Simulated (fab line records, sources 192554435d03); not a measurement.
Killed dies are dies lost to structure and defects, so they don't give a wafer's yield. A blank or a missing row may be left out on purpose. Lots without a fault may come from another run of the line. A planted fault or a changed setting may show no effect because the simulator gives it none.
fab line records | flow n5_finfet
record lots=6 wafers=18 last_day=18
route steps=1938 shown DUMMY_GATE@239 BEOL_M4@1111 PASSIVATION@1936
lots that met no fault: from a run of the same line without faults
start_h: hours from the record's first day to the start of the lot's first wafer shown | wait_h: hours since the lot's step before | " the same as in the row above | L1.1+2: a row that stands for several wafers | - no value, or no start given | * or withheld: withheld | < > ~ a bound
route shown NAME@n: a module of which the file shows steps, and the number in the route of the first | usual: mean/standard deviation of fault-free wafers | same: alike in all rows | chamber/n: place in a boat | sites: the reading at each site | _std_site: their standard deviation | _edge_site: outer sites' mean less inner sites' | radius_mm: how far each site lies from the wafer's centre | mask NAME#n: copy n | behind: the tool/chamber that last shaped the wafer | hold: why the lot was held/for how many hours/how that ended | device: the transistor (n, p or np) that didn't switch | end of line: the same wafers' tests at the end of the route | a step without rows: its recipe alone | killed: dies lost to structure and defects at the first sort, not the wafer's yield | map: a wafer's dies, x killed, . not, _ none there
set.NAME: the setting as run; set.NAME@STEP: as run at that earlier step | model.NAME: the simulator's own value behind a step, which no gauge read
lots at some steps of the route; a table a step, a row a wafer
services: from which hour (start_h, from the record's first day; less than 0 if before it) a tool's chamber was out of use, for how many hours, and why
## steps
# step N5_DUMMY_GATE_STRIP_39
# recipe chemistry=N2/H2 temp_c=40 n2_flow_sccm=200 h2_flow_sccm=200 rf_frequency_hz=6e+07
# step N5_DUMMY_GATE_TRIM_49
# recipe chemistry=O2 resist=SOC time_s=29 target_cd_nm=14 source_power_w=300 bias_power_w=0 O2_flow_sccm=100 temp_c=20
# step N5_DUMMY_GATE_STRIP_40
# recipe chemistry=CF4 resist=SiARC power_w=300 bias_power_w=75 pressure_mtorr=50 cf4_flow_sccm=150 rf_frequency_hz=6e+07
# usual bias_power_w=74.97/0.22 cf4_flow_sccm=150.0/0.45 drypump_motor_current_A=5.5/0.38 oes_product_au=0.78/0.09 rf_vpp_V=272.1/1.5 showerhead_plenum_p_Torr=1.83/0.051 throttle_valve_pct=13.48/0.2
# columns lot.wafer tool chamber start_h wait_h bias_power_w cf4_flow_sccm drypump_motor_current_A oes_product_au rf_hours_counter_h rf_vpp_V showerhead_plenum_p_Torr throttle_valve_pct
L281.3 rie_diel-05 3 62.57 0.1 75.25 150.4 5.8 0.73 173 273.2 1.87 13.45
L281.4 " 2 " " 75.22 150.3 5.2 0.68 - 273.1 1.82 13.56
L281.5 " 3 " " 74.79 149.7 5.7 0.72 - 272.5 1.87 13.45
L282.2 rie_diel-05 2 67.40 0.1 75.33 150.0 5.2 0.68 244 273.8 1.82 13.57
L282.3 " 1 " " 74.76 149.0 5.5 0.77 111 273.9 1.86 13.47
L282.5 " 2 " " 74.72 149.5 5.2 0.69 - 271.7 1.82 13.58
L285.1 rie_diel-05 1 85.28 0.1 74.71 150.8 5.5 0.76 117 274.2 1.86 13.49
L285.5 " 0 " " 75.19 150.3 6.0 0.96 - 272.4 1.85 13.25
L285.6 " 1 " " 74.86 150.8 5.5 0.77 - 272.0 1.86 13.49
L295.2 rie_diel-01 1 142.37 0.1 74.71 149.7 6.0 0.73 166 269.0 1.79 13.78
L295.5 " 1 " " 75.01 149.8 6.0 0.74 - 272.3 1.79 13.76
L295.6 " 2 " " 75.42 149.9 4.9 0.70 - 268.6 1.69 13.78
L296.1 rie_diel-01 3 150.48 0.2 74.95 150.3 5.1 0.93 11 271.7 1.90 13.31
L296.2 " 1 " " 75.19 150.5 6.0 0.73 169 271.1 1.79 13.78
L296.5 " 3 " " 75.21 150.4 5.1 0.94 - 273.0 1.90 13.31
L299.2 rie_diel-01 2 165.92 0.1 75.15 150.1 4.9 0.71 224 269.0 1.69 13.79
L299.3 " 1 " " 75.20 149.6 6.0 0.73 173 272.2 1.79 13.79
L299.5 " 3 " " 74.91 151.0 5.1 0.93 - 272.7 1.90 13.34
# step N5_DUMMY_GATE_CD_MEAS_50
# recipe target_cd_nm=14
# usual cd_nm=14.0/0.42
# columns lot.wafer tool chamber start_h wait_h cd_nm
L281.3 cd_sem-01 - 62.63 0.0 13.7
L281.4 " - " " 14.5
L281.5 " - " " 14.0
L282.2 cd_sem-03 - 67.45 0.0 14.0
L282.3 " - " " 13.2
L282.5 " - " " 13.7
L285.1 cd_sem-02 - 85.33 0.0 13.8
L285.5 " - " " 14.3
L285.6 " - " " 13.9
L295.2 cd_sem-02 - 142.42 0.0 14.1
L295.5 " - " " 13.8
L295.6 " - " " 14.4
L296.1 cd_sem-02 - 150.53 0.0 13.9
L296.2 " - " " 14.2
L296.5 " - " " 13.6
L299.2 cd_sem-02 - 165.97 0.0 13.6
L299.3 " - " " 14.0
L299.5 " - " " 14.6
# step N5_DUMMY_GATE_ETCH_31
# recipe chemistry=C4F6/O2 target=SiO2 mask_material=SOC target_depth_a=825 time_s=27.5 ion_energy_ev=250 pressure_mtorr=30 source_w=345 bias_w=185 Ar_flow_sccm=300 C4F6_flow_sccm=10 O2_flow_sccm=10
# usual C4F6_flow_sccm=10.000/0.03 bias_w=184.9/0.54 drypump_motor_current_A=5.5/0.39 oes_product_au=0.80/0.092 rf_vpp_V=671/14 showerhead_plenum_p_Torr=2.92/0.066 throttle_valve_pct=21.04/0.24
# columns lot.wafer tool chamber start_h wait_h C4F6_flow_sccm bias_w drypump_motor_current_A oes_product_au rf_hours_counter_h rf_vpp_V showerhead_plenum_p_Torr throttle_valve_pct
L281.3 rie_diel-05 1 62.67 0.0 10.003 184.8 5.5 0.78 110 691 2.97 21.07
L281.4 " 3 " " 9.991 184.1 5.8 0.74 - 673 2.92 20.74
L281.5 " 1 " " 9.991 185.0 5.5 0.78 - 691 2.97 21.08
L282.2 rie_diel-06 2 67.50 0.0 9.970 185.3 5.5 0.94 15 680 2.91 20.92
L282.3 " 0 " " 10.082 184.9 5.0 0.78 130 672 2.95 20.90
L282.5 " 0 " " 10.051 186.3 5.0 0.77 - 672 2.95 20.89
L285.1 rie_diel-05 3 85.38 0.0 10.043 183.2 5.8 0.74 180 672 2.92 20.76
L285.5 " 1 " " 9.996 184.3 5.5 0.78 - 692 2.96 21.08
L285.6 " 0 " " 9.991 186.0 6.0 0.96 - 654 2.93 20.87
L295.2 rie_diel-01 3 142.48 0.1 9.995 185.0 5.1 0.97 8 697 3.00 20.86
L295.5 " 3 " " 10.045 185.4 5.1 0.97 - 697 3.00 20.85
L295.6 " 2 " " 9.973 184.0 4.9 0.70 - 658 2.73 21.53
L296.1 rie_diel-06 2 150.72 0.2 9.993 184.7 5.5 0.88 41 681 2.90 20.95
L296.2 " 1 " " 9.949 185.3 5.7 0.86 34 665 3.01 20.90
L296.5 " 0 " " 10.002 185.4 5.0 0.75 - 670 2.94 20.94
L299.2 rie_diel-06 1 166.13 0.2 10.038 184.7 5.6 0.86 40 664 3.01 20.91
L299.3 " 2 " " 10.036 185.1 5.5 0.89 46 679 2.90 20.97
L299.5 " 1 " " 10.012 184.2 5.6 0.86 - 665 3.01 20.92
# step N5_DUMMY_GATE_STRIP_41
# recipe chemistry=O2 power_w=400 temp_c=40 pressure_mtorr=30 rf_frequency_hz=6e+07 bias_power_w=0 overash_fraction=0.3 o2_flow_sccm=225
# usual chamber_pressure_mTorr=30.002/0.025 drypump_motor_current_A=5.5/0.39 o2_flow_sccm=225.0/0.66 oes_product_au=0.79/0.091 rf_vpp_V=3.6/0.5 showerhead_plenum_p_Torr=2.15/0.06 throttle_valve_pct=16.55/0.22
# same bias_power_w=0
# columns lot.wafer tool chamber start_h wait_h chamber_pressure_mTorr drypump_motor_current_A o2_flow_sccm oes_product_au rf_hours_counter_h rf_vpp_V showerhead_plenum_p_Torr throttle_valve_pct
L281.3 rie_diel-05 1 62.72 0.0 30.006 5.5 224.6 0.79 110 3.0 2.21 16.65
L281.4 " 3 " " 30.064 5.8 224.7 0.75 - 3.6 2.17 16.42
L281.5 " 1 " " 29.977 5.5 224.8 0.79 - 3.6 2.21 16.68
L282.2 rie_diel-06 2 67.55 0.0 30.001 5.5 224.7 0.93 15 4.0 2.13 16.26
L282.3 " 0 " " 29.990 5.0 224.3 0.78 130 3.7 2.18 16.49
L282.5 " 0 " " 29.983 5.0 224.9 0.77 - 3.1 2.18 16.49
L285.1 rie_diel-05 3 85.43 0.0 30.006 5.8 225.4 0.74 180 3.4 2.17 16.44
L285.5 " 1 " " 30.015 5.5 224.7 0.78 - 3.4 2.20 16.66
L285.6 " 0 " " 29.958 6.0 225.7 0.97 - 3.3 2.15 16.27
L295.2 rie_diel-01 3 142.52 0.0 30.019 5.1 225.2 0.98 9 3.8 2.25 16.50
L295.5 " 3 " " 30.029 5.1 225.1 0.97 - 3.0 2.25 16.49
L295.6 " 2 " " 29.993 4.9 223.9 0.73 - 3.1 1.97 16.85
L296.1 rie_diel-06 2 150.76 0.0 29.970 5.5 225.0 0.88 41 4.6 2.12 16.30
L296.2 " 1 " " 30.052 5.6 224.0 0.88 34 4.2 2.20 16.29
L296.5 " 0 " " 30.005 5.0 226.0 0.75 - 4.0 2.17 16.54
L299.2 rie_diel-06 1 166.17 0.0 29.997 5.6 225.2 0.87 40 2.8 2.20 16.29
L299.3 " 2 " " 29.995 5.5 224.2 0.87 46 4.2 2.12 16.32
L299.5 " 1 " " 29.984 5.6 224.2 0.88 - 3.4 2.20 16.29
# step N5_DUMMY_GATE_HM_OPEN_21
# recipe chemistry=CH3F/O2 target=SiNx target_depth_a=1200 Ar_flow_sccm=150 CH3F_flow_sccm=30 O2_flow_sccm=23 time_s=171.4 pressure_mtorr=30 source_w=395 bias_w=73 ion_energy_ev=120.7
# step N5_DUMMY_GATE_ETCH_32
# recipe chemistry=CF4 target=SiO2 target_depth_a=35 time_s=3.9 ion_energy_ev=350 pressure_mtorr=10 icp_w=800 bias_w=400 cf4_flow_sccm=80
# step N5_DUMMY_GATE_ETCH_23
# recipe chemistry=HBr/Cl2/O2 HBr_flow_sccm=150 Cl2_flow_sccm=80 O2_flow_sccm=12 bias_w=102 target_depth_a=410 time_s=22.3 target=poly-Si mask_material=SiO2 pressure_mtorr=10 icp_w=800
# usual bias_w=102.0/0.3 drypump_motor_current_A=5.6/0.49 oes_product_au=1.003/0.015 throttle_valve_pct=37.27/0.28
# columns lot.wafer tool chamber start_h wait_h bias_w drypump_motor_current_A oes_product_au rf_hours_counter_h throttle_valve_pct
L281.3 rie_si-05 0 62.95 0.0 102.0 5.2 1.020 7 37.40
L281.4 " 1 " " 102.3 5.7 1.012 155 37.03
L281.5 " 2 " " 102.4 5.8 0.969 - 37.56
L282.2 rie_si-03 0 67.78 0.0 102.3 5.8 1.005 1 36.65
L282.3 " 3 " " 102.3 6.2 0.992 4 37.48
L282.5 " 0 " " 101.8 5.8 1.004 - 36.65
L285.1 rie_si-03 2 85.67 0.0 101.8 5.3 0.991 91 37.51
L285.5 " 2 " " 102.5 5.2 0.991 - 37.51
L285.6 " 1 " " 102.1 6.0 1.003 - 37.27
L295.2 rie_si-03 2 142.76 0.0 102.2 5.2 0.986 92 37.50
L295.5 " 2 " " 102.0 5.2 0.996 - 37.50
L295.6 " 1 " " 101.7 6.0 1.009 - 37.27
L296.1 rie_si-05 2 150.99 0.0 101.7 5.8 0.964 131 37.57
L296.2 " 0 " " 102.3 5.1 1.026 8 37.38
L296.5 " 3 " " 102.4 5.5 1.010 - 37.36
L299.2 rie_si-02 0 166.41 0.0 102.4 6.2 0.998 170 37.52
L299.3 " 3 " " 101.9 4.7 1.010 130 37.28
L299.5 " 0 " " 102.0 6.2 1.018 - 37.52
# step N5_DUMMY_GATE_ETCH_44
# recipe chemistry=HBr/O2 over_etch_frac=0.7 target_depth_a=1275 stop_on=SiO2 ion_energy_ev=60 bias_w=20 target=poly-Si mask_material=SiO2 pressure_mtorr=20 icp_w=400 HBr_flow_sccm=120 O2_flow_sccm=10
# step N5_DUMMY_GATE_CD_MEAS_24
# recipe target_cd_nm=15
# usual cd_nm=15.0/0.48
# columns lot.wafer tool chamber start_h wait_h cd_nm
L281.3 cd_sem-01 - 63.12 0.1 15.0
L281.4 " - " " 15.6
L281.5 " - " " 14.8
L282.2 cd_sem-03 - 67.95 0.1 14.6
L282.3 " - " " 14.1
L282.5 " - " " 14.6
L285.1 cd_sem-02 - 85.84 0.1 15.1
L285.5 " - " " 15.8
L285.6 " - " " 14.2
L295.2 cd_sem-02 - 142.93 0.1 14.3
L295.5 " - " " 14.1
L295.6 " - " " 15.0
L296.1 cd_sem-02 - 151.17 0.1 15.0
L296.2 " - " " 15.0
L296.5 " - " " 15.4
L299.2 cd_sem-03 - 166.58 0.1 14.9
L299.3 " - " " 15.2
L299.5 " - " " 15.0
# step N5_DUMMY_GATE_ETCH_42
# recipe chemistry=CHF3/O2 target=SiO2 target_depth_a=35 time_s=31 ion_energy_ev=30 bias_w=12 pressure_mtorr=30 source_w=600 Ar_flow_sccm=200 CHF3_flow_sccm=50 O2_flow_sccm=5
# usual bias_w=11.99/0.035 drypump_motor_current_A=5.5/0.42 oes_product_au=0.79/0.091 rf_vpp_V=42.8/1.1 showerhead_plenum_p_Torr=2.45/0.081 throttle_valve_pct=18.68/0.25
# columns lot.wafer tool chamber start_h wait_h bias_w drypump_motor_current_A oes_product_au rf_hours_counter_h rf_vpp_V showerhead_plenum_p_Torr throttle_valve_pct
L281.3 rie_diel-05 3 63.17 0.0 12.03 5.8 0.75 173 43.5 2.47 18.41
L281.4 " 2 " " 11.99 5.2 0.68 - 43.7 2.48 18.77
L281.5 " 3 " " 12.00 5.8 0.75 - 43.4 2.47 18.41
L282.2 rie_diel-01 3 68.00 0.1 12.02 5.1 0.68 240 43.7 2.26 18.84
L282.3 " 1 " " 12.00 6.0 0.77 140 42.9 2.43 18.99
L282.5 " 0 " " 12.01 6.2 0.84 - 42.4 2.44 18.38
L285.1 rie_diel-06 3 85.89 0.1 12.06 5.6 0.71 191 42.1 2.50 19.00
L285.5 " 2 " " 12.00 5.5 0.92 - 42.1 2.47 18.54
L285.6 " 1 " " 12.03 5.7 0.91 - 41.6 2.55 18.46
L295.2 rie_diel-01 3 143.01 0.1 11.93 5.1 0.98 9 45.1 2.54 18.47
L295.5 " 2 " " 12.06 4.9 0.71 - 41.7 2.30 19.12
L295.6 " 3 " " 11.98 5.1 0.98 - 43.4 2.54 18.46
L296.1 rie_diel-06 1 151.22 0.0 11.97 5.6 0.87 34 42.0 2.55 18.50
L296.2 " 2 " " 11.98 5.5 0.88 41 43.9 2.46 18.58
L296.5 " 1 " " 12.00 5.6 0.86 - 41.3 2.55 18.49
L299.2 rie_diel-05 0 166.62 0.0 12.02 6.0 0.90 31 42.9 2.47 18.55
L299.3 " 1 " " 11.97 5.5 0.75 144 43.0 2.50 18.78
L299.5 " 0 " " 11.99 6.0 0.89 - 41.6 2.47 18.53
# step N5_DUMMY_GATE_STRIP_48
# recipe chemistry=N2/H2 time_s=20 power_w=100 temp_c=40 pressure_mtorr=100 rf_frequency_hz=6e+07 bias_power_w=3 n2_flow_sccm=300 h2_flow_sccm=300
# usual bias_power_w=2.999/0.009 chamber_pressure_mTorr=99.99/0.09 drypump_motor_current_A=5.5/0.41 oes_product_au=0.79/0.091 rf_vpp_V=45.5/0.83 showerhead_plenum_p_Torr=3.43/0.11 throttle_valve_pct=12.12/0.28
# columns lot.wafer tool chamber start_h wait_h bias_power_w chamber_pressure_mTorr drypump_motor_current_A oes_product_au rf_hours_counter_h rf_vpp_V showerhead_plenum_p_Torr throttle_valve_pct
L281.3 rie_diel-05 3 63.22 0.0 - - - - - - - -
L281.4 " 2 " " - - - - - - - -
L281.5 " 3 " " - - - - - - - -
L282.2 rie_diel-01 3 68.05 0.0 - - - - - - - -
L282.3 " 1 " " - - - - - - - -
L282.5 " 0 " " - - - - - - - -
L285.1 rie_diel-06 3 85.94 0.0 3.011 100.01 5.6 0.72 191 45.1 3.48 12.28
L285.5 " 2 " " 3.005 99.96 5.5 0.93 - 45.6 3.45 11.84
L285.6 " 1 " " 2.993 100.14 5.7 0.92 - 45.6 3.59 11.86
L295.2 rie_diel-01 3 143.06 0.0 2.991 99.93 5.2 0.96 9 45.5 3.59 11.92
L295.5 " 2 " " 3.005 100.16 4.9 0.70 - 45.2 3.22 12.58
L295.6 " 3 " " 2.995 100.17 5.2 0.96 - 45.2 3.59 11.91
L296.1 rie_diel-06 1 151.26 0.0 2.994 99.82 5.7 0.88 34 45.8 3.58 11.91
L296.2 " 2 " " 2.983 100.03 5.5 0.89 41 46.9 3.44 11.88
L296.5 " 1 " " 3.007 100.02 5.6 0.87 - 45.1 3.58 11.92
L299.2 rie_diel-05 0 166.67 0.0 2.982 100.00 6.0 0.89 31 45.1 3.44 11.77
L299.3 " 1 " " 3.007 99.94 5.5 0.75 144 45.8 3.50 12.10
L299.5 " 0 " " 2.982 99.83 6.0 0.90 - 47.2 3.44 11.76
# step N5_DUMMY_GATE_PRECLEAN_33
# recipe chemistry=dHF time_s=10 dilution=750:1 temp_c=25
# step N5_BEOL_M4_RC_MEAS_101
# usual DIBL_N=36.1/1.9 DIBL_P=36.4/2.5 IOFF_N=0.16/0.036 IOFF_P=0.22/0.038 ION_N=672/11 ION_P=462/8 SS_N=71.6/0.68 SS_P=73.3/0.77 VT_N=250/3.3 VT_P=-250/3.6
# columns lot.wafer tool chamber start_h wait_h DIBL_N[mV/V] DIBL_P[mV/V] IOFF_N[nA/um] IOFF_P[nA/um] ION_N[uA/um] ION_P[uA/um] SS_N[mV/dec] SS_P[mV/dec] VT_N[mV] VT_P[mV]
L281.3 prober-02 0 198.88 0.3 36.0 36.2 0.15 0.22 664 466 71.8 72.3 250 -248
L281.4 " 0 " " 34.7 34.8 0.13 0.20 665 460 71.2 72.3 253 -248
L281.5 " 0 " " 36.4 36.9 0.16 0.24 667 469 71.3 73.3 252 -247
L282.2 prober-01 0 199.64 0.2 35.1 35.5 0.15 0.21 670 458 71.1 73.2 250 -251
L282.3 " 0 " " 39.1 37.2 0.25 0.24 671 456 73.8 73.7 248 -248
L282.5 " 0 " " 36.3 37.0 0.17 0.24 679 466 71.1 73.3 253 -247
L285.1 prober-01 0 226.99 0.0 36.4 38.1 0.17 0.21 665 460 71.9 73.6 252 -250
L285.5 " 0 " " 34.3 36.1 0.14 0.18 671 458 71.1 72.5 250 -257
L285.6 " 0 " " 37.7 40.2 0.19 0.25 693 467 72.7 74.8 248 -250
L295.2 prober-02 0 289.67 0.2 37.2 39.0 0.19 0.25 678 464 72.0 74.2 247 -249
L295.5 " 0 " " 37.1 39.2 0.18 0.24 684 460 73.0 73.6 249 -249
L295.6 " 0 " " 36.5 37.0 0.18 0.22 683 456 71.4 73.5 246 -251
L296.1 prober-02 0 307.31 0.0 36.9 35.9 0.17 0.22 679 468 71.9 73.7 249 -248
L296.2 " 0 " " 36.4 34.6 0.16 0.21 675 464 71.4 73.1 249 -249
L296.5 " 0 " " 37.3 36.0 0.18 0.23 685 471 72.0 73.1 248 -246
L299.2 prober-01 0 310.67 0.2 35.0 36.1 0.15 0.25 666 473 71.0 73.3 251 -244
L299.3 " 0 " " 33.1 33.6 0.12 0.20 679 476 71.4 71.7 253 -247
L299.5 " 0 " " 31.4 31.6 0.10 0.18 673 474 70.4 71.7 256 -248
# step N5_PASSIVATION_PROBE_49
# usual defect_limited_yield=91.2/1.4 killed_at_M0_to_M3=34/11 killed_at_M4_up=14/6.3 killed_at_contacts=13/7.4 killed_at_front_end=38/11 killed_at_other=4.3/2.9 killed_dies=103/17 killed_open=68/12 killed_short=34/8 sort_bin_4_leakage=0.00/0.027 sort_bin_5_function=5.1/0.9 sort_bin_6_memory=3.3/0.66 sort_n_pass=1077/17 sort_yield_pct=91.2/1.4
# same gross_dies=1180 killed_at_back_side=0 sort_bin_8_speed[%]=0
# columns lot.wafer tool chamber start_h wait_h defect_limited_yield[%] killed_at_M0_to_M3 killed_at_M4_up killed_at_contacts killed_at_front_end killed_at_other killed_dies killed_open killed_short sort_bin_4_leakage[%] sort_bin_5_function[%] sort_bin_6_memory[%] sort_n_pass sort_yield_pct[%]
L282.2 prober-01 - 309.85 0.1 93.4 29 9 8 30 2 78 41 37 0 3.7 2.8 1102 93.4
L282.3 prober-01 - 309.90 0.1 91.4 35 11 14 40 2 102 70 30 0.17 5.3 3.2 1076 91.2
L282.5 prober-01 - 310.00 0.2 91.0 31 9 20 44 2 106 64 42 0 4.9 3.7 1074 91.0
L281.3 prober-02 - 310.45 0.1 89.7 31 17 13 55 6 122 80 42 0 5.8 4.2 1058 89.7
L281.4 prober-02 - 310.50 0.2 89.6 24 12 26 55 6 123 67 56 0 5.8 4.1 1057 89.6
L281.5 prober-02 - 310.55 0.2 93.6 12 10 10 42 1 75 46 27 0 3.7 2.4 1105 93.6
L285.1 prober-01 - 328.19 0.0 92.4 20 21 16 30 3 90 63 27 0 4.4 3.1 1090 92.4
L285.5 prober-01 - 328.39 0.2 91.9 23 14 19 38 2 96 59 37 0 5.3 2.6 1084 91.9
L285.6 prober-01 - 328.44 0.3 92.8 25 10 26 23 1 85 53 32 0 4.2 2.9 1095 92.8
L295.2 prober-02 - 392.90 0.1 91.2 43 10 10 39 2 104 70 33 0 5.6 3.1 1076 91.2
L295.5 prober-02 - 393.05 0.2 91.4 24 15 7 44 11 101 59 42 0 4.4 3.6 1079 91.4
L295.6 prober-02 - 393.10 0.3 90.5 33 9 10 49 11 112 68 44 0 5.6 3.5 1068 90.5
L296.1 prober-01 - 414.10 0.0 91.3 30 11 13 46 3 103 74 28 0 4.3 4.3 1077 91.3
L296.2 prober-01 - 414.15 0.1 91.3 38 12 12 38 3 103 66 35 0 5.1 3.3 1077 91.3
L296.5 prober-01 - 414.30 0.2 92.4 32 5 7 40 6 90 59 28 0 4.9 2.5 1090 92.4
L299.2 prober-01 - 424.16 0.1 89.7 39 8 6 63 6 122 79 43 0 6.6 3.3 1058 89.7
L299.3 prober-01 - 424.21 0.1 89.3 39 24 14 47 2 126 80 44 0 6.1 3.7 1054 89.3
L299.5 prober-01 - 424.31 0.2 90.8 35 13 10 47 3 108 64 37 0 4.9 3.6 1072 90.8
# killed by level:class
L282.2 BEOL_M0_SAQP:geometric_particle:short=7 STI_FIN_REVEAL:geometric_particle:open=6 GATE_CUT:geometric_particle:short=6 BEOL_M1:geometric_particle:open=6 MOL_CONTACT_COAG:geometric_particle:short=4 MOL_CONTACT_COAG:geometric_particle:open=4 BEOL_M3:geometric_particle:short=4 BEOL_M4:geometric_particle:open=4
L282.3 MOL_CONTACT_COAG:geometric_particle:open=13 BEOL_M1:geometric_particle:open=12 FIN_SAQP:geometric_particle:short=7 STI_FIN_REVEAL:geometric_particle:open=6 SPACER0:geometric_particle:open=6 BEOL_M0_SAQP:geometric_particle:open=6 DUMMY_GATE:geometric_particle:open=5 BEOL_M0_SAQP:geometric_particle:short=4
L282.5 MOL_CONTACT_COAG:geometric_particle:open=15 STI_FIN_REVEAL:geometric_particle:open=10 BEOL_M0_SAQP:geometric_particle:short=10 FIN_SAQP:geometric_particle:short=8 FIN_SAQP:geometric_particle:open=6 BEOL_M3:geometric_particle:open=6 MOL_CONTACT_COAG:geometric_particle:short=5 BEOL_M0_SAQP:geometric_particle:open=5
L281.3 STI_FIN_REVEAL:geometric_particle:open=12 BEOL_M0_SAQP:geometric_particle:open=12 FIN_SAQP:geometric_particle:short=11 MOL_CONTACT_COAG:geometric_particle:open=10 FIN_SAQP:geometric_particle:open=7 BEOL_M3:geometric_particle:open=7 BEOL_M0_SAQP:geometric_particle:short=5 BEOL_M8:geometric_particle:open=5
L281.4 MOL_CONTACT_COAG:geometric_particle:open=18 BEOL_M0_SAQP:geometric_particle:short=12 FIN_SAQP:geometric_particle:short=11 STI_FIN_REVEAL:geometric_particle:open=11 MOL_CONTACT_COAG:geometric_particle:short=8 FIN_SAQP:geometric_particle:open=5 GATE_CUT:geometric_particle:short=5 GATE_CUT:geometric_particle:open=5
L281.5 STI_FIN_REVEAL:geometric_particle:open=11 MOL_CONTACT_COAG:geometric_particle:open=8 FIN_SAQP:geometric_particle:short=6 FIN_SAQP:geometric_particle:open=5 BEOL_M4:geometric_particle:open=4 SPACER0:geometric_particle:open=3 ILD0:geometric_particle:short=3 GATE_CUT:geometric_particle:short=3
L285.1 MOL_CONTACT_COAG:geometric_particle:open=14 BEOL_M4:geometric_particle:open=8 BEOL_M0_SAQP:geometric_particle:short=6 FIN_SAQP:geometric_particle:open=5 BEOL_M3:geometric_particle:open=5 FIN_SAQP:geometric_particle:short=4 GATE_CUT:geometric_particle:short=4 GATE_CUT:geometric_particle:open=4
L285.5 MOL_CONTACT_COAG:geometric_particle:open=15 BEOL_M0_SAQP:geometric_particle:open=12 FIN_SAQP:geometric_particle:open=7 BEOL_M0_SAQP:geometric_particle:short=7 SDB:geometric_particle:short=5 FIN_SAQP:geometric_particle:short=4 STI_FIN_REVEAL:geometric_particle:open=4 GATE_CUT:geometric_particle:short=4
L285.6 MOL_CONTACT_COAG:geometric_particle:open=18 MOL_CONTACT_COAG:geometric_particle:short=8 BEOL_M1:geometric_particle:short=7 BEOL_M4:geometric_particle:open=6 BEOL_M1:geometric_particle:open=6 STI_FIN_REVEAL:geometric_particle:open=4 BEOL_M2:geometric_particle:open=4 FIN_SAQP:geometric_particle:short=3
L295.2 FIN_SAQP:geometric_particle:short=17 BEOL_M2:geometric_particle:open=11 BEOL_M0_SAQP:geometric_particle:open=10 FIN_SAQP:geometric_particle:open=9 MOL_CONTACT_COAG:geometric_particle:open=8 BEOL_M0_SAQP:geometric_particle:short=8 BEOL_M1:geometric_particle:open=6 DUMMY_GATE:geometric_particle:open=4
L295.5 FIN_SAQP:geometric_particle:short=14 FIN_SAQP:geometric_particle:open=8 BEOL_M0_SAQP:geometric_particle:open=7 BEOL_M2:geometric_particle:open=6 BEOL_M5:geometric_particle:open=5 DUMMY_GATE:geometric_particle:open=5 MOL_CONTACT_COAG:geometric_particle:open=5 BEOL_M0_SAQP:geometric_particle:short=5
L295.6 FIN_SAQP:geometric_particle:short=13 FIN_SAQP:geometric_particle:open=11 MOL_CONTACT_COAG:geometric_particle:open=8 BEOL_M2:geometric_particle:open=8 BEOL_M0_SAQP:geometric_particle:short=7 BEOL_M0_SAQP:geometric_particle:open=6 STARTING-WAFER:geometric_particle:short=5 BEOL_M1:geometric_particle:open=4
L296.1 FIN_SAQP:geometric_particle:open=15 BEOL_M1:geometric_particle:open=10 MOL_CONTACT_COAG:geometric_particle:open=10 DUMMY_GATE:geometric_particle:open=8 BEOL_M0_SAQP:geometric_particle:short=7 FIN_SAQP:geometric_particle:short=5 STI_FIN_REVEAL:geometric_particle:open=5 BEOL_M4:geometric_particle:open=5
L296.2 FIN_SAQP:geometric_particle:open=14 BEOL_M0_SAQP:geometric_particle:short=12 MOL_CONTACT_COAG:geometric_particle:open=9 BEOL_M0_SAQP:geometric_particle:open=9 STI_FIN_REVEAL:geometric_particle:open=8 BEOL_M4:geometric_particle:open=6 FIN_SAQP:geometric_particle:short=5 BEOL_M1:geometric_particle:open=5
L296.5 BEOL_M2:geometric_particle:open=14 FIN_SAQP:geometric_particle:open=7 FIN_SAQP:geometric_particle:short=6 DUMMY_GATE:geometric_particle:open=6 MOL_CONTACT_COAG:geometric_particle:open=5 STI_FIN_REVEAL:geometric_particle:open=4 BEOL_M3:geometric_particle:open=4 ILD0:geometric_particle:open=3
L299.2 FIN_SAQP:geometric_particle:open=14 FIN_SAQP:geometric_particle:short=11 BEOL_M1:geometric_particle:open=8 STI_FIN_REVEAL:geometric_particle:open=7 GATE_CUT:geometric_particle:short=7 BEOL_M0_SAQP:geometric_particle:open=7 BEOL_M2:geometric_particle:open=7 MOL_CONTACT_COAG:geometric_particle:open=6
L299.3 FIN_SAQP:geometric_particle:short=13 BEOL_M4:geometric_particle:open=12 MOL_CONTACT_COAG:geometric_particle:open=11 STI_FIN_REVEAL:geometric_particle:open=8 BEOL_M1:geometric_particle:open=8 BEOL_M0_SAQP:geometric_particle:open=7 BEOL_M0_SAQP:geometric_particle:short=7 FIN_SAQP:geometric_particle:open=5
L299.5 FIN_SAQP:geometric_particle:short=10 FIN_SAQP:geometric_particle:open=9 MOL_CONTACT_COAG:geometric_particle:open=9 BEOL_M1:geometric_particle:open=8 HKMG_FIN:area_etch=7 BEOL_M1:geometric_particle:short=6 BEOL_M3:geometric_particle:open=6 BEOL_M4:geometric_particle:open=6
## services
# columns tool chamber start_h hours kind
rie_si-03 2 44.73 1.0 repair
rie_diel-05 0 57.12 - clean
rie_diel-05 0 57.12 - consumable_replace:focus_ring
rie_diel-05 0 57.12 16.2 scheduled_down
rie_diel-05 0 57.12 16.2 vent_cycle
rie_diel-06 3 59.45 3.1 repair
rie_diel-01 - 61.65 0.1 repair
rie_diel-01 2 64.81 7.6 repair
rie_si-02 1 70.94 3.5 repair
rie_diel-05 2 83.90 - clean
rie_diel-05 2 83.90 - consumable_replace:focus_ring
rie_diel-05 2 83.90 13.0 scheduled_down
rie_diel-05 2 83.90 13.0 vent_cycle
rie_diel-01 3 99.51 - clean
rie_diel-01 3 99.51 - consumable_replace:focus_ring
rie_diel-01 3 99.51 - consumable_replace:showerhead
rie_diel-01 3 99.51 16.1 scheduled_down
rie_diel-01 3 99.51 16.1 vent_cycle
rie_si-02 2 101.40 1.0 repair
rie_diel-05 - 114.50 1.7 repair
rie_si-03 1 116.47 1.7 repair
rie_diel-06 1 137.19 5.7 repair
rie_diel-01 - 159.20 4.3 pm
## key
first_sign step=N5_DUMMY_GATE_STRIP_48 reading=tool_record direction=missing
effect none on later readings
met_at N5_DUMMY_GATE_STRIP_48
struck_wafers L281.3,L281.4,L281.5,L282.2,L282.3,L282.5
fault kind=skipped_step_whole tool=rie_diel-01,rie_diel-05 chamber=- onset_h=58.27 steps=N5_DUMMY_GATE_STRIP_48 scope=struck_lots_only
